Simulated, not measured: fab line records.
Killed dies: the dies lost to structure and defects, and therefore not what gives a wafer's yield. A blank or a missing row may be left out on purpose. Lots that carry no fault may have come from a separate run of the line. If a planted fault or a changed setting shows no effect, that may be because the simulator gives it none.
fab line records ; flow n5-finfet ; part 1 of 2: steps 1 to 17 of 28
record: lots: 5; wafers: 15; last-day: 18
route steps=1938 shown MOL_CONTACT_COAG@570
lots with no fault: from the same line, run without faults
start-h: hours from the record's opening day to when the first of the lot's shown wafers began ; wait-h: hours elapsed since this lot's preceding step ; " as in the row above ; L1.1+2: several wafers, shown together as one row ; - no value, or no start given ; * or withheld: withheld ; < > ~ a bound
route shown NAME@n: NAME is a module with steps in the file, n the number in the route of the first one ; usual: mean and standard deviation over wafers with no fault ; same: alike in all rows ; chamber/n: place in a boat ; sites: per-site readings ; _std_site: the values' standard deviation ; _edge_site: inner sites' mean taken away from outer sites' mean ; radius-mm: for every site, how far away it sits from the centre of the wafer ; mask NAME#n: copy n ; behind: the most recent tool/chamber to have shaped the wafer ; hold: the reason the lot was held/the length of the hold in hours/how it ended ; device: names the non-switching transistor (n, p or np) ; end of line: the same wafers' tests at the end of the route ; a step given without rows: its recipe and nothing more ; killed: count of dies lost to structure and defects at first sort (not the wafer's yield) ; map: a wafer's dies, marking killed ones x, the rest . and places with no die _
set.NAME: the setting as run; set.NAME@STEP: as run at that earlier step ; model.NAME: the simulator's own value behind a step, which no gauge read
a table for each step, a row for each wafer; lots at some steps of the route
services: from which hour (start-h, from the record's first day; less than 0 if before it) a tool's chamber was out of use, for how many hours, and why
== steps ==
step: N5_MOL_CONTACT_COAG_EXPOSE_81
recipe: mask-id: VG; na: 0.33; source-shape: annular; sigma-inner: 0.3; sigma-outer: 0.7; polarization: unpolarized; defocus-nm: 0; dose-mj: 59.5
lot.wafer;tool;chamber;start-h;wait-h;mask
L077.2+4+5;euv-scanner-01;0;115.41;-;VG#0
L085.1+2+4;euv-scanner-01;0;164.67;-;VG#0
L089.2+3+4;euv-scanner-01;0;192.81;-;VG#0
L093.1+2+5;euv-scanner-01;0;219.76;-;VG#0
L096.2+3+4;euv-scanner-01;0;236.31;-;VG#0
step: N5_MOL_CONTACT_COAG_PEB_82
recipe: peb-temp-c: 100; peb-time-s: 60; resist: CAR-EUV
lot.wafer;tool;chamber;start-h;wait-h
L077.2+4+5;litho-track-02;0;115.47;0.1
L085.1+2+4;litho-track-05;0;164.75;0.1
L089.2+3+4;litho-track-01;0;192.88;0.1
L093.1+2+5;litho-track-01;0;219.83;0.1
L096.2+3+4;litho-track-01;0;236.38;0.1
step: N5_MOL_CONTACT_COAG_DEVELOP_83
recipe: develop-time-s: 30; developer: TMAH; resist: CAR-EUV; rinse-liquid: surfactant-rinse; dry: air-spin; dev-temp-c: 23
usual: developer-temp-C: 23.00/0.11
lot.wafer;tool;chamber;start-h;wait-h;developer-temp-C
L077.2;litho-track-02;0;-;-;22.95
L077.4;litho-track-02;0;-;-;22.87
L077.5;litho-track-02;0;-;-;22.97
L085.1;litho-track-05;0;-;-;23.10
L085.2;litho-track-05;0;-;-;23.01
L085.4;litho-track-05;0;-;-;23.08
L089.2;litho-track-01;0;-;-;23.17
L089.3;litho-track-01;0;-;-;23.11
L089.4;litho-track-01;0;-;-;23.23
L093.1;litho-track-01;0;-;-;22.92
L093.2;litho-track-01;0;-;-;22.84
L093.5;litho-track-01;0;-;-;22.88
L096.2;litho-track-01;0;-;-;23.13
L096.3;litho-track-01;0;-;-;23.16
L096.4;litho-track-01;0;-;-;22.94
step: N5_MOL_CONTACT_COAG_CD_MEAS_84
recipe: target-cd-nm: 25.1; landing-energy-ev: 500; detector: se-inlens; polarity: opening
usual: cd-nm: 25.08/0.29
lot.wafer;tool;chamber;start-h;wait-h;cd-nm
L077.2;cd-sem-03;0;115.54;-;24.88
L077.4;cd-sem-03;0;115.54;-;24.91
L077.5;cd-sem-03;0;115.54;-;24.99
L085.1;cd-sem-01;0;164.81;-;25.28
L085.2;cd-sem-01;0;164.81;-;25.36
L085.4;cd-sem-01;0;164.81;-;25.24
L089.2;cd-sem-03;0;192.95;-;25.07
L089.3;cd-sem-03;0;192.95;-;24.93
L089.4;cd-sem-03;0;192.95;-;25.58
L093.1;cd-sem-01;0;219.90;-;25.30
L093.2;cd-sem-01;0;219.90;-;25.16
L093.5;cd-sem-01;0;219.90;-;24.92
L096.2;cd-sem-03;0;236.44;-;24.95
L096.3;cd-sem-03;0;236.44;-;25.22
L096.4;cd-sem-03;0;236.44;-;25.41
step: N5_MOL_CONTACT_COAG_OVL_MEAS_85
recipe: points-per-wafer: 522
usual: VG_OVL: -0.3/0.77
lot.wafer;tool;chamber;start-h;wait-h;VG_OVL[nm]
L077.2;overlay-01;0;115.58;0.0;0.5
L077.4;overlay-01;0;115.58;0.0;-0.2
L077.5;overlay-01;0;115.58;0.0;-1.1
L085.1;overlay-01;0;164.85;0.0;-2.1
L085.2;overlay-01;0;164.85;0.0;-1.0
L085.4;overlay-01;0;164.85;0.0;-1.4
L089.2;overlay-02;0;192.98;0.0;-0.2
L089.3;overlay-02;0;192.98;0.0;0.4
L089.4;overlay-02;0;192.98;0.0;-1.1
L093.1;overlay-02;0;219.93;0.0;-0.5
L093.2;overlay-02;0;219.93;0.0;-1.3
L093.5;overlay-02;0;219.93;0.0;0.5
L096.2;overlay-02;0;236.48;0.0;-1.7
L096.3;overlay-02;0;236.48;0.0;-0.8
L096.4;overlay-02;0;236.48;0.0;-0.7
step: N5_MOL_CONTACT_COAG_INSPECT_57
recipe: mode: adi; inspect-instrument: brightfield
usual: raw-defect-count: 222/56
lot.wafer;tool;chamber;start-h;wait-h;raw-defect-count
L077.2;defect-inspect-01;-;115.63;0.0;264
L077.4;defect-inspect-01;-;115.63;0.0;206
L077.5;defect-inspect-01;-;115.63;0.0;204
L085.1;defect-inspect-02;-;164.91;0.1;251
L085.2;defect-inspect-02;-;164.91;0.1;212
L085.4;defect-inspect-02;-;164.91;0.1;181
L089.2;defect-inspect-01;-;193.04;0.0;253
L089.3;defect-inspect-01;-;193.04;0.0;192
L089.4;defect-inspect-01;-;193.04;0.0;141
L093.1;defect-inspect-02;-;219.99;0.1;225
L093.2;defect-inspect-02;-;219.99;0.1;248
L093.5;defect-inspect-02;-;219.99;0.1;217
L096.2;defect-inspect-01;-;236.53;0.0;177
L096.3;defect-inspect-01;-;236.53;0.0;200
L096.4;defect-inspect-01;-;236.53;0.0;150
step: N5_MOL_CONTACT_COAG_DESCUM_88
recipe: chemistry: O2; time-s: 7; source-power-w: 50; bias-power-w: 20; pressure-mtorr: 20; rf-frequency-hz: 2.712e+07; temp-c: 40; resist: CAR-EUV; o2-flow-sccm: 225
usual: drypump-motor-current-A: 5.6/0.5; o2-flow-sccm: 224.9/0.64; oes-product-au: 0.79/0.086; rf-vpp-V: 243.7/1.4; showerhead-plenum-p-Torr: 2.13/0.069; throttle-valve-pct: 20.42/0.23
lot.wafer;tool;chamber;start-h;wait-h;drypump-motor-current-A;o2-flow-sccm;oes-product-au;rf-hours-counter-h;rf-vpp-V;showerhead-plenum-p-Torr;throttle-valve-pct
L077.2;rie-diel-06;0;115.66;0.0;5.8;224.6;0.72;195;244.2;2.17;20.48
L077.4;rie-diel-06;3;115.66;0.0;5.4;224.9;0.68;245;241.6;1.99;20.73
L077.5;rie-diel-06;0;115.66;0.0;5.7;225.6;0.72;-;244.7;2.17;20.46
L085.1;rie-diel-03;3;164.94;0.0;6.0;225.7;0.81;97;243.1;2.04;20.58
L085.2;rie-diel-03;0;164.94;0.0;5.2;224.0;0.90;25;242.7;2.12;20.08
L085.4;rie-diel-03;1;164.94;0.0;5.5;224.6;0.72;177;244.9;2.17;20.47
L089.2;rie-diel-06;0;193.08;0.0;5.7;225.2;0.69;223;243.9;2.16;20.53
L089.3;rie-diel-06;2;193.08;0.0;6.3;224.5;0.69;247;242.8;2.04;20.40
L089.4;rie-diel-06;3;193.08;0.0;5.4;224.9;0.94;7;245.0;2.25;20.42
L093.1;rie-diel-03;3;220.02;0.0;5.9;225.5;0.79;114;241.6;2.04;20.60
L093.2;rie-diel-03;0;220.02;0.0;5.2;224.6;0.88;44;244.6;2.11;20.10
L093.5;rie-diel-03;2;220.02;0.0;5.0;224.8;0.81;-;242.7;2.13;20.77
L096.2;rie-diel-03;2;237.99;1.5;5.0;225.5;0.81;93;243.7;2.13;20.77
L096.3;rie-diel-03;1;237.99;1.5;5.5;226.9;0.69;203;245.1;2.16;20.50
L096.4;rie-diel-03;3;237.99;1.5;6.0;225.1;0.79;122;241.8;2.03;20.63
step: N5_MOL_CONTACT_COAG_ETCH_89
recipe: chemistry: N2/H2; target: underlayer; target-depth-a: 130; mask-material: CAR-EUV; time-s: 10.4; ion-energy-ev: 200; pressure-mtorr: 30; source-w: 840; bias-w: 150; n2-flow-sccm: 200; h2-flow-sccm: 200; ends: cleared
usual: drypump-motor-current-A: 5.7/0.5; etch-rf-on-time-s: 10.28/0.27; h2-flow-sccm: 200.0/0.67; oes-product-au: 0.68/0.071; rf-vpp-V: 525.0/2.5; showerhead-plenum-p-Torr: 2.58/0.09; throttle-valve-pct: 17.81/0.23
lot.wafer;tool;chamber;start-h;wait-h;drypump-motor-current-A;etch-rf-on-time-s;h2-flow-sccm;oes-product-au;rf-hours-counter-h;rf-vpp-V;showerhead-plenum-p-Torr;throttle-valve-pct
L077.2;rie-diel-06;0;115.70;0.0;5.7;10.30;199.1;0.60;195;526.3;2.63;17.86
L077.4;rie-diel-06;3;115.70;0.0;5.4;10.75;200.1;0.59;245;518.7;2.39;17.98
L077.5;rie-diel-06;0;115.70;0.0;5.7;10.32;200.5;0.61;-;528.7;2.63;17.88
L085.1;rie-diel-03;3;164.97;0.0;6.0;10.03;200.2;0.70;97;520.4;2.44;17.66
L085.2;rie-diel-03;0;164.97;0.0;5.2;10.62;200.9;0.77;25;526.7;2.59;17.55
L085.4;rie-diel-03;1;164.97;0.0;5.4;10.03;201.2;0.63;177;527.5;2.63;17.91
L089.2;rie-diel-06;0;193.11;0.0;5.7;10.36;200.1;0.59;223;524.4;2.62;17.89
L089.3;rie-diel-06;2;193.11;0.0;6.3;10.50;199.3;0.58;247;522.2;2.51;18.12
L089.4;rie-diel-06;3;193.11;0.0;5.4;10.71;199.4;0.81;7;529.7;2.70;17.60
L093.1;rie-diel-03;3;220.06;0.0;6.0;10.11;200.4;0.69;114;522.4;2.43;17.68
L093.2;rie-diel-03;0;220.06;0.0;5.2;10.68;199.3;0.72;44;526.7;2.58;17.59
L093.5;rie-diel-03;2;220.06;0.0;5.0;10.10;200.3;0.70;-;523.7;2.58;18.25
L096.2;rie-diel-03;2;238.03;0.0;5.0;10.12;200.6;0.69;93;523.3;2.58;18.27
L096.3;rie-diel-03;1;238.03;0.0;5.5;9.84;200.1;0.62;203;525.9;2.62;17.97
L096.4;rie-diel-03;3;238.03;0.0;5.9;10.02;200.7;0.69;122;521.6;2.43;17.71
step: N5_MOL_CONTACT_COAG_ETCH_90
recipe: chemistry: CF4; target: SiARC; target-depth-a: 130; mask-material: CAR-EUV; time-s: 21.7; ion-energy-ev: 80; pressure-mtorr: 40; source-w: 545; bias-w: 36; Ar_flow_sccm: 100; cf4-flow-sccm: 100; ends: cleared
usual: drypump-motor-current-A: 5.6/0.51; etch-rf-on-time-s: 21.5/0.53; oes-product-au: 0.68/0.072; rf-vpp-V: 184.4/1.1; showerhead-plenum-p-Torr: 2.17/0.066; throttle-valve-pct: 15.58/0.18
lot.wafer;tool;chamber;start-h;wait-h;drypump-motor-current-A;etch-rf-on-time-s;oes-product-au;rf-hours-counter-h;rf-vpp-V;showerhead-plenum-p-Torr;throttle-valve-pct
L077.2;rie-diel-06;0;115.72;0.0;5.7;21.7;0.61;195;185.1;2.22;15.64
L077.4;rie-diel-06;3;115.72;0.0;5.4;22.4;0.58;245;183.4;2.02;15.83
L077.5;rie-diel-06;0;115.72;0.0;5.7;21.7;0.60;-;184.2;2.22;15.63
L085.1;rie-diel-03;3;164.99;0.0;6.0;21.2;0.71;97;183.9;2.07;15.60
L085.2;rie-diel-03;0;164.99;0.0;5.2;21.8;0.77;25;184.9;2.17;15.27
L085.4;rie-diel-03;1;164.99;0.0;5.5;20.7;0.63;177;184.1;2.21;15.66
L089.2;rie-diel-06;0;193.13;0.0;5.7;22.0;0.59;223;184.1;2.21;15.70
L089.3;rie-diel-06;2;193.13;0.0;6.3;22.2;0.59;247;182.9;2.11;15.72
L089.4;rie-diel-06;3;193.13;0.0;5.4;22.5;0.80;7;187.4;2.27;15.39
L093.1;rie-diel-03;3;220.08;0.0;6.0;21.1;0.69;114;183.8;2.06;15.63
L093.2;rie-diel-03;0;220.08;0.0;5.2;21.9;0.73;44;185.6;2.16;15.30
L093.5;rie-diel-03;2;220.08;0.0;5.0;21.2;0.69;-;183.1;2.17;15.83
L096.2;rie-diel-03;2;238.04;0.0;5.0;21.4;0.68;93;184.4;2.17;15.85
L096.3;rie-diel-03;1;238.04;0.0;5.5;20.9;0.61;203;183.7;2.20;15.72
L096.4;rie-diel-03;3;238.04;0.0;6.0;21.4;0.68;122;183.6;2.06;15.66
step: N5_MOL_CONTACT_COAG_ALD_131
recipe: material: SiO2; target-thk-a: 50; temp-c: 100; ald-precursor-family: BDEAS; ald-co-reactant: O2-plasma; pulse-time-s: 1; co-reactant-pulse-time-s: 1; purge-time-s: 2; co-reactant-purge-time-s: 2; ald-cycles: 35; pressure-torr: 2
usual: chamber-pressure-Torr: 2.000/0.0044; heater-power-w: 77/9.3; precursor-pulse-height-rel: 0.999/0.019
lot.wafer;tool;chamber;start-h;wait-h;chamber-pressure-Torr;heater-power-w;precursor-pulse-height-rel;since-wet-clean-h
L077.2;ald-sin-02;2;115.80;0.1;2.002;68;1.013;17
L077.4;ald-sin-02;1;115.80;0.1;2.002;72;1.030;17
L077.5;ald-sin-02;0;115.80;0.1;2.000;84;1.014;-
L085.1;ald-sin-02;1;165.07;0.1;1.998;72;0.994;66
L085.2;ald-sin-02;0;165.07;0.1;2.004;83;0.980;66
L085.4;ald-sin-02;2;165.07;0.1;1.994;67;1.015;66
L089.2;ald-sin-03;3;193.21;0.1;2.007;78;1.007;2
L089.3;ald-sin-03;0;193.21;0.1;2.004;75;0.999;2
L089.4;ald-sin-03;2;193.21;0.1;2.003;64;0.979;2
L093.1;ald-sin-02;1;220.16;0.1;2.002;72;1.012;121
L093.2;ald-sin-02;0;220.16;0.1;1.991;82;1.006;121
L093.5;ald-sin-02;3;220.16;0.1;1.997;70;0.994;-
L096.2;ald-sin-02;3;238.13;0.1;1.998;69;0.995;139
L096.3;ald-sin-02;0;238.13;0.1;2.004;84;1.012;139
L096.4;ald-sin-02;1;238.13;0.1;1.994;75;1.009;139
step: N5_MOL_CONTACT_COAG_ETCHBACK_132
recipe: chemistry: CHF3; target: SiO2; target-depth-a: 100; time-s: 6.7; ion-energy-ev: 200; pressure-mtorr: 30; source-w: 610; bias-w: 170; Ar_flow_sccm: 200; CHF3_flow_sccm: 50
usual: drypump-motor-current-A: 5.8/0.53; oes_ar_750_au: 0.79/0.095; oes-product-au: 0.79/0.096; rf-vpp-V: 524/12; showerhead-plenum-p-Torr: 2.43/0.08; throttle-valve-pct: 18.68/0.18
lot.wafer;tool;chamber;start-h;wait-h;drypump-motor-current-A;oes_ar_750_au;oes-product-au;rf-hours-counter-h;rf-vpp-V;showerhead-plenum-p-Torr;throttle-valve-pct
L077.2;rie-diel-06;0;116.05;0.2;5.7;0.70;0.71;195;542;2.47;18.73
L077.4;rie-diel-06;1;116.05;0.2;6.6;0.73;0.74;180;543;2.47;18.74
L077.5;rie-diel-06;1;116.05;0.2;6.6;0.73;0.74;-;544;2.47;18.72
L085.1;rie-diel-01;2;165.25;0.1;5.2;0.86;0.86;50;527;2.52;18.50
L085.2;rie-diel-01;1;165.25;0.1;5.8;0.68;0.66;247;504;2.27;18.73
L085.4;rie-diel-01;0;165.25;0.1;6.3;0.78;0.76;108;526;2.49;18.54
L089.2;rie-diel-06;1;193.39;0.1;6.6;0.71;0.72;209;544;2.45;18.77
L089.3;rie-diel-06;3;193.39;0.1;5.4;0.94;0.94;7;515;2.53;18.54
L089.4;rie-diel-06;0;193.39;0.1;5.7;0.68;0.70;223;542;2.46;18.78
L093.1;rie-diel-06;3;220.53;0.3;5.4;0.91;0.90;19;515;2.52;18.55
L093.2;rie-diel-06;0;220.53;0.3;5.7;0.67;0.69;235;541;2.45;18.82
L093.5;rie-diel-06;3;220.53;0.3;5.4;0.92;0.90;-;517;2.52;18.56
L096.2;rie-diel-01;0;238.56;0.3;6.4;0.75;0.74;139;524;2.48;18.60
L096.3;rie-diel-01;1;238.56;0.3;5.8;1.00;1.00;3;512;2.56;18.36
L096.4;rie-diel-01;2;238.56;0.3;5.2;0.83;0.82;81;529;2.51;18.54
step: N5_MOL_CONTACT_COAG_ETCH_91
recipe: chemistry: N2/H2; target: SOC; target-depth-a: 600; overetch-a: 210; mask-material: SiARC; temp-c: 40; time-s: 101.2; ion-energy-ev: 200; pressure-mtorr: 30; source-w: 840; bias-w: 150; n2-flow-sccm: 200; h2-flow-sccm: 200
usual: drypump-motor-current-A: 5.8/0.53; h2-flow-sccm: 200.0/0.59; oes-product-au: 0.66/0.077; rf-vpp-V: 525.3/2.7; showerhead-plenum-p-Torr: 2.59/0.1; throttle-valve-pct: 17.74/0.21
lot.wafer;tool;chamber;start-h;wait-h;drypump-motor-current-A;h2-flow-sccm;oes-product-au;rf-hours-counter-h;rf-vpp-V;showerhead-plenum-p-Torr;throttle-valve-pct
L077.2;rie-diel-06;0;116.09;0.0;5.7;200.5;0.60;195;527.3;2.63;17.83
L077.4;rie-diel-06;1;116.09;0.0;6.6;200.5;0.63;180;527.3;2.63;17.70
L077.5;rie-diel-06;1;116.09;0.0;6.6;201.0;0.62;-;526.5;2.63;17.71
L085.1;rie-diel-01;2;165.29;0.0;5.2;199.8;0.71;50;527.8;2.71;17.70
L085.2;rie-diel-01;1;165.29;0.0;5.8;200.3;0.56;247;519.3;2.38;17.52
L085.4;rie-diel-01;0;165.29;0.0;6.3;200.8;0.65;108;526.5;2.66;17.58
L089.2;rie-diel-06;1;193.42;0.0;6.6;200.3;0.60;209;526.2;2.62;17.76
L089.3;rie-diel-06;3;193.42;0.0;5.4;199.6;0.80;7;529.4;2.70;17.57
L089.4;rie-diel-06;0;193.42;0.0;5.7;200.5;0.57;223;525.4;2.62;17.86
L093.1;rie-diel-06;3;220.56;0.0;5.4;200.7;0.77;19;528.2;2.70;17.59
L093.2;rie-diel-06;0;220.56;0.0;5.7;201.3;0.57;235;524.4;2.61;17.90
L093.5;rie-diel-06;3;220.56;0.0;5.4;200.4;0.76;-;527.4;2.70;17.59
L096.2;rie-diel-01;0;238.59;0.0;6.3;199.9;0.63;139;528.1;2.65;17.62
L096.3;rie-diel-01;1;238.59;0.0;5.8;199.7;0.82;3;528.1;2.69;17.10
L096.4;rie-diel-01;2;238.59;0.0;5.2;199.9;0.68;81;527.2;2.70;17.76
step: N5_MOL_CONTACT_COAG_STRIP_92
recipe: chemistry: N2/H2; temp-c: 40; n2-flow-sccm: 200; h2-flow-sccm: 200; rf-frequency-hz: 6e+07
lot.wafer;tool;chamber;start-h;wait-h
L077.2+4+5;rie-diel-06;0,1,1;116.16;0.0
L085.1+2+4;rie-diel-01;2,1,0;165.36;0.0
L089.2+3+4;rie-diel-06;1,3,0;193.49;0.0
L093.1+2+5;rie-diel-06;3,0,3;220.63;0.0
L096.2+3+4;rie-diel-01;0,1,2;238.66;0.0
step: N5_MOL_CONTACT_COAG_STRIP_93
recipe: chemistry: N2/H2; temp-c: 40; n2-flow-sccm: 200; h2-flow-sccm: 200; rf-frequency-hz: 6e+07
lot.wafer;tool;chamber;start-h;wait-h
L077.2+4+5;rie-diel-06;0,1,1;116.17;0.0
L085.1+2+4;rie-diel-01;2,1,0;165.37;0.0
L089.2+3+4;rie-diel-06;1,3,0;193.50;0.0
L093.1+2+5;rie-diel-06;3,0,3;220.64;0.0
L096.2+3+4;rie-diel-01;0,1,2;238.67;0.0
step: N5_MOL_CONTACT_COAG_ETCHBACK_135
recipe: chemistry: CHF3; target: SiO2; target-depth-a: 250; time-s: 16.7; ion-energy-ev: 200; pressure-mtorr: 30; source-w: 610; bias-w: 170; Ar_flow_sccm: 200; CHF3_flow_sccm: 50
usual: drypump-motor-current-A: 5.8/0.53; oes_ar_750_au: 0.79/0.094; oes-product-au: 0.79/0.096; rf-vpp-V: 524/12; showerhead-plenum-p-Torr: 2.43/0.08; throttle-valve-pct: 18.68/0.18
lot.wafer;tool;chamber;start-h;wait-h;drypump-motor-current-A;oes_ar_750_au;oes-product-au;rf-hours-counter-h;rf-vpp-V;showerhead-plenum-p-Torr;throttle-valve-pct
L077.2;rie-diel-06;0;116.18;0.0;5.7;0.69;0.71;195;541;2.47;18.75
L077.4;rie-diel-06;1;116.18;0.0;6.6;0.74;0.74;180;544;2.47;18.72
L077.5;rie-diel-06;1;116.18;0.0;6.6;0.74;0.75;-;544;2.47;18.75
L085.1;rie-diel-01;2;165.38;0.0;5.2;0.87;0.86;50;527;2.52;18.51
L085.2;rie-diel-01;1;165.38;0.0;5.8;0.67;0.66;247;507;2.27;18.73
L085.4;rie-diel-01;0;165.38;0.0;6.2;0.78;0.76;108;526;2.49;18.54
L089.2;rie-diel-06;1;193.51;0.0;6.6;0.71;0.71;209;542;2.45;18.77
L089.3;rie-diel-06;3;193.51;0.0;5.4;0.94;0.94;7;517;2.53;18.54
L089.4;rie-diel-06;0;193.51;0.0;5.8;0.68;0.69;223;541;2.46;18.77
L093.1;rie-diel-06;3;220.65;0.0;5.4;0.91;0.91;19;516;2.52;18.56
L093.2;rie-diel-06;0;220.65;0.0;5.7;0.67;0.69;235;543;2.45;18.81
L093.5;rie-diel-06;3;220.65;0.0;5.4;0.91;0.89;-;518;2.52;18.55
L096.2;rie-diel-01;0;238.68;0.0;6.3;0.75;0.74;139;526;2.48;18.60
L096.3;rie-diel-01;1;238.68;0.0;5.8;1.00;1.00;3;513;2.56;18.35
L096.4;rie-diel-01;2;238.68;0.0;5.2;0.83;0.82;81;529;2.51;18.55
step: N5_MOL_CONTACT_COAG_STRIP_118
recipe: chemistry: CHF3; resist: SiARC; rf-frequency-hz: 6e+07
lot.wafer;tool;chamber;start-h;wait-h
L077.2+4+5;rie-diel-06;0,1,1;116.20;0.0
L085.1+2+4;rie-diel-01;2,1,0;165.40;0.0
L089.2+3+4;rie-diel-06;1,3,0;193.54;0.0
L093.1+2+5;rie-diel-06;3,0,3;220.68;0.0
L096.2+3+4;rie-diel-01;0,1,2;238.70;0.0
step: N5_MOL_CONTACT_COAG_VIA_ETCH_46
recipe: chemistry: C4F6/O2; target-depth-a: 460; overetch-a: 92; mask-material: SOC; target: SiO2; bias-w: 455; pressure-mtorr: 10; time-s: 40; source-w: 325; Ar_flow_sccm: 300; C4F6_flow_sccm: 10; O2_flow_sccm: 10; ion-energy-ev: 575.3; ends: end-point
usual: drypump-motor-current-A: 5.8/0.53; oes_ar_750_au: 0.79/0.093; oes-product-au: 0.70/0.084; rf-vpp-V: 1588/33; showerhead-plenum-p-Torr: 2.89/0.095; throttle-valve-pct: 40.8/0.36
lot.wafer;tool;chamber;start-h;wait-h;drypump-motor-current-A;oes_ar_750_au;oes-product-au;rf-hours-counter-h;rf-vpp-V;showerhead-plenum-p-Torr;throttle-valve-pct
L077.2;rie-diel-06;0;116.21;0.0;5.7;0.70;0.63;195;1637;2.95;41.4
L077.4;rie-diel-06;1;116.21;0.0;6.6;0.74;0.67;180;1638;2.94;40.7
L077.5;rie-diel-06;1;116.21;0.0;6.6;0.73;0.66;-;1639;2.94;40.7
L085.1;rie-diel-01;2;165.41;0.0;5.2;0.86;0.75;50;1597;3.00;41.0
L085.2;rie-diel-01;1;165.41;0.0;5.8;0.67;0.59;247;1533;2.71;40.5
L085.4;rie-diel-01;0;165.41;0.0;6.3;0.78;0.70;108;1592;2.98;40.3
L089.2;rie-diel-06;1;193.55;0.0;6.6;0.71;0.63;209;1639;2.93;40.7
L089.3;rie-diel-06;3;193.55;0.0;5.4;0.95;0.85;7;1565;3.02;40.9
L089.4;rie-diel-06;0;193.55;0.0;5.7;0.68;0.62;223;1636;2.93;41.5
L093.1;rie-diel-06;3;220.69;0.0;5.4;0.91;0.81;19;1567;3.01;40.9
L093.2;rie-diel-06;0;220.69;0.0;5.8;0.67;0.61;235;1634;2.93;41.5
L093.5;rie-diel-06;3;220.69;0.0;5.4;0.91;0.83;-;1565;3.01;40.9
L096.2;rie-diel-01;0;238.71;0.0;6.3;0.74;0.67;139;1590;2.96;40.3
L096.3;rie-diel-01;1;238.71;0.0;5.8;0.99;0.87;3;1557;3.05;40.6
L096.4;rie-diel-01;2;238.71;0.0;5.2;0.83;0.73;81;1597;2.99;41.0
